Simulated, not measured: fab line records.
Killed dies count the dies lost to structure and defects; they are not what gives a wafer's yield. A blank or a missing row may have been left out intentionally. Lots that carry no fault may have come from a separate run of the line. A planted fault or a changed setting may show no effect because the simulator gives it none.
fab line records	flow n5Finfet
record: lots: 9	wafers: 27	lastDay: 20
route steps=1938 shown SD_ACTIVATION@330 ILD0@341 BEOL_M4@1111 PASSIVATION@1936
lots that met no fault: taken from a fault-free run of the same line
startH: start of the lot's first displayed wafer, in hours after the record's first day	waitH: time in hours since the lot's previous step	" as in the row above	L1.1+2: several wafers, shown together as one row	- either no value or no given start	* or withheld: withheld	< > ~ a bound
route shown NAME@n: a module of which the file shows steps, and the number in the route of the first	usual: mean and standard deviation over wafers with no fault	same: alike in all rows	chamber/n: place in a boat	sites: each site's reading	_std_site: their standard deviation	_edge_site: outer sites' mean less inner sites'	radiusMm: how far each site lies from the wafer's centre	mask NAME#n: copy n	behind: the most recent tool/chamber to have shaped the wafer	hold: reason for holding the lot/hours on hold/outcome of the hold	device: the n, p or np transistor that did not switch	end of line: the same wafers' tests at the end of the route	a step with no rows: only its recipe	killed: the dies lost at the first sort to structure and to defects; this is not the yield of the wafer	map: per-die view of a wafer (x killed, . not killed, _ where there is no die)
set.NAME: the setting that was run; set.NAME@STEP: the one run at that earlier step	model.NAME: the simulator's own value behind a step, which no gauge read
one table for each step of the route and one row for each wafer, over a sample of lots
services: the hour from which a tool's chamber was out of use, counted from the record's first day as startH (under 0 if before that day), plus the number of hours and why
== steps ==
step: N5_SD_ACTIVATION_RTA_00
recipe: tempC: 975	timeS: 0	ambient: N2	idleTempC: 600	rampUpCPerS: 150	rampDownCPerS: 60	coolToC: 600
usual: lampPowerPct: 8.95/0.057	wafer_temp_C_max: 975.2/1.9
lot.wafer	tool	chamber	startH	waitH	lampPowerPct	wafer_temp_C_max
L192.1	rtpAnneal-01	0	63.42	0.0	8.98	976.3
L192.3	"	0	"	"	8.97	975.0
L192.6	"	0	"	"	8.87	971.6
L193.1	rtpAnneal-01	0	70.26	0.0	8.92	974.8
L193.4	"	0	"	"	8.78	972.9
L193.6	"	0	"	"	8.98	976.9
L195.2	rtpAnneal-01	0	87.28	0.1	8.89	971.6
L195.4	"	0	"	"	8.97	970.7
L195.6	"	0	"	"	8.96	977.9
L196.2	rtpAnneal-02	0	92.51	0.1	8.97	975.1
L196.3	"	0	"	"	9.00	976.8
L196.4	"	0	"	"	8.93	978.4
L197.2	rtpAnneal-01	0	102.17	0.1	8.95	976.2
L197.3	"	0	"	"	9.08	970.7
L197.5	"	0	"	"	8.94	973.6
L210.1	rtpAnneal-01	0	169.84	0.0	8.90	976.9
L210.5	"	0	"	"	8.89	976.8
L210.6	"	0	"	"	8.97	972.7
L211.2	rtpAnneal-01	0	182.29	0.1	9.00	976.0
L211.3	"	0	"	"	8.93	972.2
L211.4	"	0	"	"	8.95	973.7
L213.2	rtpAnneal-02	0	189.42	0.1	8.98	973.3
L213.3	"	0	"	"	8.93	973.7
L213.4	"	0	"	"	8.92	976.4
L214.1	rtpAnneal-02	0	196.06	0.2	9.04	979.1
L214.2	"	0	"	"	8.94	974.4
L214.4	"	0	"	"	8.86	976.9
step: N5_SD_ACTIVATION_LSA_01
recipe: tempC: 1080	timeS: 0.0008	ambient: N2
usual: timeS: 0.0008/0	wafer_temp_C_max: 1086.5/2.4
lot.wafer	tool	chamber	startH	waitH	timeS	wafer_temp_C_max
L192.1	laserAnneal-01	0	63.62	0.2	0.0008	1084.5
L192.3	"	0	"	"	0.0008	1085.3
L192.6	"	0	"	"	0.0008	1085.0
L193.1	laserAnneal-02	0	70.46	0.2	0.0008	1087.9
L193.4	"	0	"	"	0.0008	1086.6
L193.6	"	0	"	"	0.0008	1086.1
L195.2	laserAnneal-02	0	87.48	0.2	0.0008	1087.8
L195.4	"	0	"	"	0.0008	1087.3
L195.6	"	0	"	"	0.0008	1089.8
L196.2	laserAnneal-01	0	92.71	0.2	0.0008	1083.2
L196.3	"	0	"	"	0.0008	1084.7
L196.4	"	0	"	"	0.0008	1083.4
L197.2	laserAnneal-02	0	102.37	0.2	0.0008	1088.6
L197.3	"	0	"	"	0.0008	1085.2
L197.5	"	0	"	"	0.0008	1090.1
L210.1	laserAnneal-02	-	170.04	0.2	-	-
L210.5	"	-	"	"	-	-
L210.6	"	-	"	"	-	-
L211.2	laserAnneal-01	-	182.49	0.2	-	-
L211.3	"	-	"	"	-	-
L211.4	"	-	"	"	-	-
L213.2	laserAnneal-02	0	189.62	0.2	0.0008	1088.6
L213.3	"	0	"	"	0.0008	1089.5
L213.4	"	0	"	"	0.0008	1089.8
L214.1	laserAnneal-01	0	196.26	0.2	0.0008	1085.2
L214.2	"	0	"	"	0.0008	1084.7
L214.4	"	0	"	"	0.0008	1084.3
step: N5_SD_ACTIVATION_RS_MEAS_03
recipe: thkMeasGauge: four-point-probe
usual: RS_SD_N: 21.90/0.25	RS_SD_P: 56.2/1.1
lot.wafer	tool	chamber	startH	waitH	RS_SD_N[ohm/sq]	RS_SD_P[ohm/sq]
L192.1	filmMetro-02	-	63.82	0.2	21.67	55.9
L192.3	"	-	"	"	21.91	57.1
L192.6	"	-	"	"	21.81	56.9
L193.1	filmMetro-01	-	70.66	0.2	22.08	57.0
L193.4	"	-	"	"	21.99	57.8
L193.6	"	-	"	"	21.93	57.9
L195.2	filmMetro-02	-	87.67	0.2	21.62	55.3
L195.4	"	-	"	"	21.59	55.7
L195.6	"	-	"	"	21.61	55.8
L196.2	filmMetro-02	-	92.90	0.2	22.22	56.2
L196.3	"	-	"	"	22.00	56.6
L196.4	"	-	"	"	22.13	55.8
L197.2	filmMetro-02	-	102.56	0.2	22.41	56.7
L197.3	"	-	"	"	22.24	57.0
L197.5	"	-	"	"	22.53	57.9
L210.1	filmMetro-02	-	170.25	0.2	29.21	56.8
L210.5	"	-	"	"	29.84	57.3
L210.6	"	-	"	"	28.95	56.7
L211.2	filmMetro-02	-	182.68	0.2	29.65	58.0
L211.3	"	-	"	"	29.43	58.3
L211.4	"	-	"	"	29.32	58.7
L213.2	filmMetro-01	-	189.81	0.2	21.64	55.1
L213.3	"	-	"	"	21.65	55.6
L213.4	"	-	"	"	22.01	55.9
L214.1	filmMetro-02	-	196.46	0.2	22.09	56.8
L214.2	"	-	"	"	22.73	57.1
L214.4	"	-	"	"	22.62	56.0
step: N5_ILD0_THK_MEAS_08
usual: thkNm: 139.2/1.5
lot.wafer	tool	chamber	startH	waitH	thkNm
L192.1	filmMetro-02	-	67.66	-	141.6
L192.3	"	-	"	"	139.5
L192.6	"	-	"	"	141.7
L193.1	filmMetro-01	-	74.05	-	139.6
L193.4	"	-	"	"	139.6
L193.6	"	-	"	"	141.1
L195.2	filmMetro-01	-	91.19	-	140.8
L195.4	"	-	"	"	140.3
L195.6	"	-	"	"	141.5
L196.2	filmMetro-01	-	97.07	-	138.3
L196.3	"	-	"	"	139.8
L196.4	"	-	"	"	138.8
L197.2	filmMetro-01	-	106.01	-	141.7
L197.3	"	-	"	"	141.0
L197.5	"	-	"	"	142.0
L210.1	filmMetro-02	-	173.59	-	140.5
L210.5	"	-	"	"	136.5
L210.6	"	-	"	"	138.7
L211.2	filmMetro-02	-	186.01	-	139.2
L211.3	"	-	"	"	138.3
L211.4	"	-	"	"	140.6
L213.2	filmMetro-02	-	193.22	-	136.9
L213.3	"	-	"	"	135.3
L213.4	"	-	"	"	138.5
L214.1	filmMetro-02	-	200.32	-	136.5
L214.2	"	-	"	"	139.5
L214.4	"	-	"	"	139.0
step: N5_ILD0_ALD_15
recipe: material: SiNx	targetThkA: 240	tempC: 400	aldPrecursorFamily: SiH2I2	aldCoReactant: N2/H2-plasma	pulseTimeS: 1	aldCycles: 480	purgeTimeS: 2	coReactantPurgeTimeS: 2	pressureTorr: 2
usual: chamberPressureTorr: 1.999/0.0045	heaterPowerW: 843/80	precursorPulseHeightRel: 1.001/0.018
same: aldCycles: 480	purgeTimeS: 2
lot.wafer	tool	chamber	startH	waitH	chamberPressureTorr	heaterPowerW	precursorPulseHeightRel
L192.1	aldSin-02	1	68.39	0.6	1.999	925	0.997
L192.3	"	0	"	"	1.996	849	0.982
L192.6	"	0	69.47	1.1	2.002	831	0.995
L193.1	aldSin-01	1	74.90	0.7	1.996	972	0.977
L193.4	"	3	"	"	1.997	760	1.016
L193.6	"	0	75.98	1.2	1.984	828	1.003
L195.2	aldSin-02	0	91.91	0.5	1.995	836	1.004
L195.4	"	3	"	"	1.996	848	1.024
L195.6	"	2	93.00	1.1	2.003	955	0.987
L196.2	aldSin-01	1	98.01	0.7	1.997	966	0.985
L196.3	"	3	"	"	2.004	780	1.019
L196.4	"	2	"	"	1.998	801	1.022
L197.2	aldSin-01	0	106.73	0.5	1.996	837	1.041
L197.3	"	3	"	"	2.001	751	1.013
L197.5	"	0	107.81	1.2	1.996	843	1.019
L210.1	aldSin-02	0	174.34	0.6	2.000	833	1.008
L210.5	"	0	175.43	1.3	1.997	833	1.002
L210.6	"	3	"	"	1.999	839	1.002
L211.2	aldSin-01	0	186.95	0.7	2.000	832	0.986
L211.3	"	1	"	"	1.991	962	0.971
L211.4	"	2	"	"	1.991	772	1.003
L213.2	aldSin-02	3	193.94	0.5	1.991	768	0.966
L213.3	"	2	"	"	2.004	945	1.006
L213.4	"	1	"	"	1.997	936	0.985
L214.1	aldSin-04	0	201.04	0.6	2.000	830	1.003
L214.2	"	3	"	"	2.000	764	0.987
L214.4	"	2	"	"	2.002	829	1.015
step: N5_BEOL_M4_RC_MEAS_101
usual: DIBL_N: 37.1/2.6	DIBL_P: 38/3	IOFF_N: 0.18/0.052	IOFF_P: 0.25/0.06	ION_N: 678/15	ION_P: 467/8.6	RC_DENSE_N: 19.7/0.6	RC_N: 16.1/0.49	REXT_N: 75.8/2	RS_SD_N: 28.4/0.36	SS_N: 71.7/0.73	SS_P: 73.7/0.89	VT_N: 249/4.3	VT_P: -248/3.8
lot.wafer	tool	chamber	startH	waitH	DIBL_N[mV/V]	DIBL_P[mV/V]	IOFF_N[nA/um]	IOFF_P[nA/um]	ION_N[uA/um]	ION_P[uA/um]	RC_DENSE_N[ohm.um]	RC_N[ohm.um]	REXT_N[ohm.um]	RS_SD_N[ohm/sq]	SS_N[mV/dec]	SS_P[mV/dec]	VT_N[mV]	VT_P[mV]
L192.1	prober-02	0	228.07	0.0	34.6	36	0.13	0.18	657	448	21.0	17.1	77.7	28.3	70.1	72.9	253	-255
L192.3	"	0	"	"	40.1	42	0.26	0.29	688	468	19.8	16.2	76.2	28.3	72.2	74.8	242	-245
L192.6	"	0	"	"	36.5	38	0.17	0.22	667	459	19.6	16.0	75.4	28.0	72.0	72.7	249	-251
L193.1	prober-02	0	245.30	0.0	36.0	34	0.14	0.20	676	465	19.5	16.0	74.0	28.1	71.2	72.9	248	-250
L193.4	"	0	"	"	36.3	36	0.17	0.24	692	472	19.3	15.8	75.6	28.1	71.6	73.4	244	-246
L193.6	"	0	"	"	36.3	35	0.15	0.24	691	474	19.0	15.4	73.1	27.9	71.2	72.7	249	-248
L197.2	prober-01	0	265.67	0.2	34.9	35	0.13	0.22	659	466	19.5	15.9	75.6	29.2	70.7	73.4	253	-248
L197.3	"	0	"	"	38.1	40	0.20	0.34	688	477	19.4	15.8	76.1	29.1	71.9	74.2	247	-244
L197.5	"	0	"	"	35.8	36	0.15	0.23	673	465	19.1	15.5	74.5	29.2	71.4	73.5	250	-249
L196.2	prober-02	0	273.11	0.2	34.7	34	0.13	0.22	659	464	19.9	16.0	76.0	28.9	71.6	73.4	251	-247
L196.3	"	0	"	"	33.9	33	0.12	0.19	661	461	19.0	15.4	73.9	28.7	71.3	72.3	253	-251
L196.4	"	0	"	"	34.8	35	0.13	0.23	674	475	19.9	16.1	74.5	29.0	71.1	72.6	255	-246
L195.2	prober-02	0	282.47	0.2	40.6	39	0.20	0.30	661	466	19.8	16.2	75.1	28.1	73.0	74.1	248	-244
L195.4	"	0	"	"	38.6	38	0.19	0.30	674	477	20.5	16.8	77.0	28.2	71.6	74.0	247	-243
L195.6	"	0	"	"	39.5	37	0.19	0.26	692	475	19.6	15.8	74.4	28.1	71.4	73.9	248	-247
L210.1	prober-01	0	348.65	0.0	35.1	38	0.15	0.20	654	456	26.7	21.8	87.6	36.6	71.0	73.4	254	-252
L210.5	"	0	"	"	36.3	39	0.18	0.22	672	464	25.5	20.5	86.7	37.2	71.7	73.7	246	-252
L210.6	"	0	"	"	34.8	38	0.14	0.21	654	459	26.7	21.6	86.9	36.3	71.2	73.4	251	-251
L211.2	prober-02	0	351.22	0.2	37.6	38	0.17	0.25	660	463	25.5	20.9	86.6	36.6	72.0	73.5	250	-248
L211.3	"	0	"	"	32.7	34	0.10	0.17	640	457	26.1	21.2	89.2	36.5	70.8	73.0	258	-255
L211.4	"	0	"	"	34.8	35	0.13	0.18	651	454	26.3	21.6	87.7	36.8	71.3	73.5	253	-253
L213.2	prober-02	0	367.82	0.2	36.5	39	0.19	0.26	704	484	19.1	15.5	77.2	28.0	71.2	74.6	244	-243
L213.3	"	0	"	"	37.0	39	0.19	0.26	674	462	19.2	15.6	78.3	28.1	72.0	73.8	248	-248
L213.4	"	0	"	"	38.3	41	0.23	0.30	700	477	20.0	16.2	78.9	28.4	71.3	74.7	245	-248
L214.1	prober-02	0	375.35	0.0	39.7	42	0.26	0.32	694	474	19.7	16.1	79.7	28.9	72.8	75.2	241	-245
L214.2	"	0	"	"	40.2	42	0.25	0.33	682	475	19.6	16.1	78.8	29.2	72.6	74.5	246	-245
L214.4	"	0	"	"	38.0	39	0.22	0.26	681	466	19.6	15.9	79.9	29.2	72.4	74.2	245	-246
step: N5_PASSIVATION_PROBE_49
usual: defectLimitedYield: 91.4/1.4	killed_at_M0_to_M3: 34/9.1	killed_at_M4_up: 14/5.2	killedAtContacts: 12/6.4	killedAtFrontEnd: 38/11	killedAtOther: 3.7/2.8	killedDies: 102/17	killedOpen: 68/13	killedShort: 32/7.8	sort_bin_5_function: 5.1/1	sort_bin_6_memory: 3.2/0.66	sort_bin_8_speed: 0.1/0.92	sortNPass: 1076/19	sortYieldPct: 91.2/1.6
same: grossDies: 1180	killedAtBackSide: 0	sort_bin_4_leakage[%]: 0
lot.wafer	tool	chamber	startH	waitH	defectLimitedYield[%]	killed_at_M0_to_M3	killed_at_M4_up	killedAtContacts	killedAtFrontEnd	killedAtOther	killedDies	killedOpen	killedShort	sort_bin_5_function[%]	sort_bin_6_memory[%]	sort_bin_8_speed[%]	sortNPass	sortYieldPct[%]
L192.1	prober-01	-	335.50	0.0	90.6	36	11	10	49	5	111	65	46	4.5	4.7	0	1069	90.6
L192.3	prober-01	-	335.60	0.1	90.1	40	16	15	41	5	117	78	38	5.7	3.8	0	1063	90.1
L192.6	prober-01	-	335.75	0.3	90.4	45	24	4	40	0	113	85	28	5.8	3.4	0	1067	90.4
L193.1	prober-01	-	350.21	0.0	92.1	36	11	8	36	2	93	46	44	5.0	2.7	0	1087	92.1
L193.4	prober-01	-	350.36	0.2	92.1	32	8	11	39	3	93	55	37	5.4	2.1	0	1087	92.1
L193.6	prober-01	-	350.46	0.3	94.1	26	5	5	31	3	70	42	25	3.6	2.2	0	1110	94.1
L197.2	prober-02	-	363.47	0.1	89.2	40	14	19	45	9	127	87	39	5.9	4.3	0	1053	89.2
L197.3	prober-02	-	363.52	0.1	91.5	31	8	19	39	3	100	71	29	5.3	2.7	0	1080	91.5
L197.5	prober-02	-	363.62	0.2	89.8	45	13	16	44	2	120	87	33	6.3	3.6	0	1060	89.8
L196.2	prober-01	-	387.60	0.1	91.9	34	15	1	44	2	96	65	30	4.6	3.3	0	1084	91.9
L196.3	prober-01	-	387.65	0.1	90.8	31	10	16	50	1	108	64	42	6.2	2.5	0	1072	90.8
L196.4	prober-01	-	387.70	0.2	87.9	48	20	15	52	8	143	92	51	7.4	4.3	0	1037	87.9
L195.2	prober-02	-	391.20	0.1	91.1	27	18	9	47	4	105	73	32	5.0	3.6	0	1075	91.1
L195.4	prober-02	-	391.30	0.2	89.5	24	21	31	48	0	124	89	35	6.6	3.6	0	1056	89.5
L195.6	prober-02	-	391.40	0.3	90.9	19	18	20	48	2	107	78	29	5.9	2.8	0	1073	90.9
L210.1	prober-01	-	450.88	0.0	90.7	46	19	9	33	3	110	81	28	5.3	3.6	0	1070	90.7
L210.5	prober-01	-	451.08	0.2	88.6	39	20	16	60	0	135	100	34	6.8	4.3	0	1045	88.6
L210.6	prober-01	-	451.13	0.3	87.5	52	16	24	53	3	148	98	46	8.1	4.2	0	1032	87.5
L211.2	prober-02	-	456.19	0.1	90.0	42	11	13	48	4	118	75	42	5.2	4.1	0	1062	90.0
L211.3	prober-02	-	456.24	0.1	91.4	29	25	8	36	3	101	68	31	4.3	3.6	0.3	1075	91.1
L211.4	prober-02	-	456.29	0.2	87.7	39	14	6	80	6	145	98	43	7.4	4.4	0	1035	87.7
L214.1	prober-01	-	477.15	0.0	92.5	28	9	14	31	7	89	68	21	4.2	3.1	0	1091	92.5
L214.2	prober-01	-	477.20	0.1	91.9	38	13	20	17	7	95	66	29	5.7	2.3	0	1085	91.9
L214.4	prober-01	-	477.30	0.2	93.2	35	9	9	26	1	80	54	26	4.3	2.3	0	1100	93.2
L213.2	prober-02	-	478.31	0.1	91.6	49	13	5	23	9	99	67	32	4.8	3.3	0	1081	91.6
L213.3	prober-02	-	478.36	0.1	92.2	36	15	12	28	1	92	70	22	4.7	3.0	0	1088	92.2
L213.4	prober-02	-	478.41	0.2	90.3	47	11	7	43	6	114	86	28	6.2	3.1	0	1066	90.3
killed by level:class
L192.1 BEOL_M3:geometricParticle:open=10 GATE_CUT:geometricParticle:short=9 FIN_SAQP:geometricParticle:open=8 FIN_SAQP:geometricParticle:short=8 BEOL_M0_SAQP:geometricParticle:short=8 BEOL_M0_SAQP:geometricParticle:open=8 MOL_CONTACT_COAG:geometricParticle:open=7 DUMMY_GATE:geometricParticle:open=6
L192.3 MOL_CONTACT_COAG:geometricParticle:open=13 BEOL_M0_SAQP:geometricParticle:short=11 BEOL_M2:geometricParticle:open=11 DUMMY_GATE:geometricParticle:open=10 FIN_SAQP:geometricParticle:open=6 GATE_CUT:geometricParticle:short=6 BEOL_M3:geometricParticle:open=6 BEOL_M0_SAQP:geometricParticle:open=5
L192.6 BEOL_M0_SAQP:geometricParticle:open=14 STI_FIN_REVEAL:geometricParticle:open=13 BEOL_M4:geometricParticle:open=11 BEOL_M2:geometricParticle:open=10 DUMMY_GATE:geometricParticle:open=8 BEOL_M0_SAQP:geometricParticle:short=8 BEOL_M3:geometricParticle:open=8 FIN_SAQP:geometricParticle:open=5
L193.1 BEOL_M0_SAQP:geometricParticle:short=11 MOL_CONTACT_COAG:geometricParticle:open=7 BEOL_M1:geometricParticle:open=7 BEOL_M1:geometricParticle:short=6 BEOL_M2:geometricParticle:open=6 FIN_SAQP:geometricParticle:short=5 GATE_CUT:geometricParticle:short=5 FIN_SAQP:geometricParticle:open=4
L193.4 BEOL_M1:geometricParticle:open=13 GATE_CUT:geometricParticle:short=11 FIN_SAQP:geometricParticle:open=9 FIN_SAQP:geometricParticle:short=9 MOL_CONTACT_COAG:geometricParticle:open=8 BEOL_M0_SAQP:geometricParticle:short=7 BEOL_M0_SAQP:geometricParticle:open=6 GATE_CUT:geometricParticle:open=4
L193.6 GATE_CUT:geometricParticle:short=8 BEOL_M0_SAQP:geometricParticle:open=6 FIN_SAQP:geometricParticle:short=5 BEOL_M0_SAQP:geometricParticle:short=5 STI_FIN_REVEAL:geometricParticle:open=4 MOL_CONTACT_COAG:geometricParticle:open=4 BEOL_M1:geometricParticle:open=4 BEOL_M2:geometricParticle:open=4
L197.2 MOL_CONTACT_COAG:geometricParticle:open=14 BEOL_M3:geometricParticle:open=13 DUMMY_GATE:geometricParticle:open=12 FIN_SAQP:geometricParticle:short=8 FIN_SAQP:geometricParticle:open=7 BEOL_M0_SAQP:geometricParticle:open=6 BEOL_M2:geometricParticle:open=6 BEOL_M0_SAQP:geometricParticle:short=5
L197.3 MOL_CONTACT_COAG:geometricParticle:open=16 FIN_SAQP:geometricParticle:short=10 BEOL_M2:geometricParticle:open=8 FIN_SAQP:geometricParticle:open=7 DUMMY_GATE:geometricParticle:open=6 BEOL_M0_SAQP:geometricParticle:open=6 BEOL_M1:geometricParticle:open=5 BEOL_M4:geometricParticle:open=4
L197.5 FIN_SAQP:geometricParticle:open=16 MOL_CONTACT_COAG:geometricParticle:open=11 BEOL_M2:geometricParticle:open=11 BEOL_M0:geometricParticle:open=10 DUMMY_GATE:geometricParticle:open=7 BEOL_M3:geometricParticle:open=7 BEOL_M0_SAQP:geometricParticle:open=6 BEOL_M0_SAQP:geometricParticle:short=6
L196.2 STI_FIN_REVEAL:geometricParticle:open=8 DUMMY_GATE:geometricParticle:open=8 BEOL_M0_SAQP:geometricParticle:open=8 BEOL_M0_SAQP:geometricParticle:short=7 BEOL_M1:geometricParticle:open=7 FIN_SAQP:geometricParticle:short=6 BEOL_M3:geometricParticle:open=6 BEOL_M2:geometricParticle:open=5
L196.3 STI_FIN_REVEAL:geometricParticle:open=19 MOL_CONTACT_COAG:geometricParticle:open=12 FIN_SAQP:geometricParticle:short=9 BEOL_M1:geometricParticle:open=7 BEOL_M2:geometricParticle:open=6 MOL_CONTACT_COAG:geometricParticle:short=4 DUMMY_GATE:geometricParticle:open=4 BEOL_M3:geometricParticle:short=4
L196.4 STI_FIN_REVEAL:geometricParticle:open=16 FIN_SAQP:geometricParticle:short=13 MOL_CONTACT_COAG:geometricParticle:open=13 BEOL_M1:geometricParticle:open=11 BEOL_M4:geometricParticle:open=11 BEOL_M0_SAQP:geometricParticle:short=8 BEOL_M0_SAQP:geometricParticle:open=6 BEOL_M3:geometricParticle:open=6
L195.2 STI_FIN_REVEAL:geometricParticle:open=18 FIN_SAQP:geometricParticle:open=8 MOL_CONTACT_COAG:geometricParticle:open=8 BEOL_M4:geometricParticle:open=7 GATE_CUT:geometricParticle:short=5 BEOL_M1:geometricParticle:open=5 BEOL_M2:geometricParticle:open=5 BEOL_M5:geometricParticle:open=4
L195.4 MOL_CONTACT_COAG:geometricParticle:open=24 FIN_SAQP:geometricParticle:open=11 STI_FIN_REVEAL:geometricParticle:open=8 BEOL_M5:geometricParticle:open=8 DUMMY_GATE:geometricParticle:open=7 MOL_CONTACT_COAG:geometricParticle:short=7 BEOL_M0_SAQP:geometricParticle:short=6 BEOL_M0_SAQP:geometricParticle:open=6
L195.6 FIN_SAQP:geometricParticle:open=19 MOL_CONTACT_COAG:geometricParticle:open=18 FIN_SAQP:geometricParticle:short=7 STI_FIN_REVEAL:geometricParticle:open=7 BEOL_M0_SAQP:geometricParticle:short=6 DUMMY_GATE:geometricParticle:open=5 BEOL_M5:geometricParticle:open=4 BEOL_M3:geometricParticle:open=4
L210.1 BEOL_M0_SAQP:geometricParticle:open=13 BEOL_M4:geometricParticle:open=11 STI_FIN_REVEAL:geometricParticle:open=10 BEOL_M1:geometricParticle:open=9 MOL_CONTACT_COAG:geometricParticle:open=8 BEOL_M0_SAQP:geometricParticle:short=7 BEOL_M2:geometricParticle:open=6 DUMMY_GATE:geometricParticle:open=5
L210.5 FIN_SAQP:geometricParticle:open=15 STI_FIN_REVEAL:geometricParticle:open=15 BEOL_M2:geometricParticle:open=13 MOL_CONTACT_COAG:geometricParticle:open=12 FIN_SAQP:geometricParticle:short=11 BEOL_M1:geometricParticle:open=10 BEOL_M4:geometricParticle:open=9 BEOL_M3:geometricParticle:open=6
L210.6 MOL_CONTACT_COAG:geometricParticle:open=16 BEOL_M1:geometricParticle:open=15 BEOL_M2:geometricParticle:open=12 FIN_SAQP:geometricParticle:open=10 BEOL_M3:geometricParticle:open=9 STI_FIN_REVEAL:geometricParticle:open=8 MOL_CONTACT_COAG:geometricParticle:short=8 STARTING-WAFER:geometricParticle:open=7
L211.2 FIN_SAQP:geometricParticle:open=14 MOL_CONTACT_COAG:geometricParticle:open=13 BEOL_M0_SAQP:geometricParticle:short=12 BEOL_M3:geometricParticle:open=10 FIN_SAQP:geometricParticle:short=8 BEOL_M2:geometricParticle:open=6 STARTING-WAFER:geometricParticle:open=6 ILD0:geometricParticle:open=5
L211.3 BEOL_M4:geometricParticle:open=15 FIN_SAQP:geometricParticle:short=11 BEOL_M2:geometricParticle:open=9 MOL_CONTACT_COAG:geometricParticle:open=8 FIN_SAQP:geometricParticle:open=7 BEOL_M3:geometricParticle:open=7 STI_FIN_REVEAL:geometricParticle:open=5 BEOL_M0:geometricParticle:open=5
L211.4 FIN_SAQP:geometricParticle:open=28 FIN_SAQP:geometricParticle:short=15 BEOL_M2:geometricParticle:open=15 STI_FIN_REVEAL:geometricParticle:open=12 BEOL_M0:geometricParticle:open=6 BEOL_M3:geometricParticle:open=6 GATE_CUT:geometricParticle:short=4 MOL_CONTACT_COAG:geometricParticle:open=4
L214.1 MOL_CONTACT_COAG:geometricParticle:open=12 FIN_SAQP:geometricParticle:open=9 BEOL_M3:geometricParticle:open=8 FIN_SAQP:geometricParticle:short=6 BEOL_M2:geometricParticle:open=6 STARTING-WAFER:geometricParticle:open=5 BEOL_M0_SAQP:geometricParticle:open=4 BEOL_M1:geometricParticle:open=4
L214.2 MOL_CONTACT_COAG:geometricParticle:open=17 BEOL_M0_SAQP:geometricParticle:short=10 BEOL_M0_SAQP:geometricParticle:open=10 BEOL_M3:geometricParticle:open=9 BEOL_M4:geometricParticle:open=5 FIN_SAQP:geometricParticle:short=3 FIN_SAQP:geometricParticle:open=3 STI_FIN_REVEAL:geometricParticle:open=3
L214.4 BEOL_M0_SAQP:geometricParticle:open=9 FIN_SAQP:geometricParticle:short=8 FIN_SAQP:geometricParticle:open=7 MOL_CONTACT_COAG:geometricParticle:open=7 BEOL_M3:geometricParticle:open=7 STI_FIN_REVEAL:geometricParticle:open=6 BEOL_M0_SAQP:geometricParticle:short=6 BEOL_M2:geometricParticle:open=3
L213.2 BEOL_M2:geometricParticle:open=13 BEOL_M1:geometricParticle:open=11 BEOL_M0_SAQP:geometricParticle:open=8 STI_FIN_REVEAL:geometricParticle:open=7 BEOL_M4:geometricParticle:open=7 GATE_CUT:geometricParticle:short=6 PASS1_CAP:geometricParticle:short=6 BEOL_M3:geometricParticle:open=5
L213.3 STI_FIN_REVEAL:geometricParticle:open=12 BEOL_M2:geometricParticle:open=12 MOL_CONTACT_COAG:geometricParticle:open=10 BEOL_M3:geometricParticle:open=7 BEOL_M4:geometricParticle:open=6 BEOL_M0_SAQP:geometricParticle:open=5 GATE_CUT:geometricParticle:short=4 BEOL_M5:geometricParticle:open=4
L213.4 STI_FIN_REVEAL:geometricParticle:open=20 BEOL_M2:geometricParticle:open=13 BEOL_M3:geometricParticle:open=8 MOL_CONTACT_COAG:geometricParticle:open=7 BEOL_M0_SAQP:geometricParticle:short=7 BEOL_M0_SAQP:geometricParticle:open=7 FIN_SAQP:geometricParticle:open=5 BEOL_M1:geometricParticle:open=5
== services ==
tool	chamber	startH	hours	kind
laserAnneal-01	-	41.70	3.8	pm
laserAnneal-02	-	83.55	3.2	repair
aldSin-01	-	84.30	2.7	repair
aldSin-04	-	85.52	14.0	pm
aldSin-04	0	85.52	14.0	ventCycle
aldSin-04	1	85.52	14.0	ventCycle
aldSin-04	2	85.52	14.0	ventCycle
aldSin-04	3	85.52	14.0	ventCycle
aldSin-01	2	103.47	10.7	repair
aldSin-04	2	143.47	6.2	repair
laserAnneal-02	-	151.23	6.0	pm
aldSin-02	-	179.29	14.0	pm
aldSin-02	0	179.29	14.0	ventCycle
aldSin-02	1	179.29	14.0	ventCycle
aldSin-02	2	179.29	14.0	ventCycle
aldSin-02	3	179.29	14.0	ventCycle
aldSin-01	1	183.74	3.1	repair
laserAnneal-02	-	184.47	1.9	pm
aldSin-02	0	193.29	-	clean
aldSin-02	1	193.29	-	clean
aldSin-02	2	193.29	-	clean
aldSin-02	3	193.29	-	clean
laserAnneal-02	-	193.43	4.9	repair
aldSin-02	2	200.06	4.4	repair
== key ==
firstSign: step: N5_SD_ACTIVATION_LSA_01	reading: toolRecord	direction: missing
effect: step: N5_SD_ACTIVATION_RS_MEAS_03	reading: RS_SD_N	direction: up	sigmas: 30	usual: 21.90	struck: 29.40
effect: step: N5_BEOL_M4_RC_MEAS_101	reading: RS_SD_N	direction: up	sigmas: 23	usual: 28.4	struck: 36.7
effect: step: N5_BEOL_M4_RC_MEAS_101	reading: RC_N	direction: up	sigmas: 11	usual: 16.1	struck: 21.3
effect: step: N5_BEOL_M4_RC_MEAS_101	reading: RC_DENSE_N	direction: up	sigmas: 11	usual: 19.7	struck: 26.1
effect: step: N5_BEOL_M4_RC_MEAS_101	reading: REXT_N	direction: up	sigmas: 5.9	usual: 75.8	struck: 87.5
effect: step: N5_BEOL_M4_RC_MEAS_101	reading: ION_N	direction: down	sigmas: 1.5	usual: 678	struck: 655
metAt N5_SD_ACTIVATION_LSA_01
struckLots L210,L211
notActingAt N5_SD_ACTIVATION_RTA_00,N5_ILD0_THK_MEAS_08,N5_ILD0_ALD_15
onsetBetween 102.37 170.04
fault: kind: skippedStepWhole	tool: laserAnneal-01,laserAnneal-02	chamber: -	onsetH: 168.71	steps: N5_SD_ACTIVATION_LSA_01	scope: struckLotsOnly
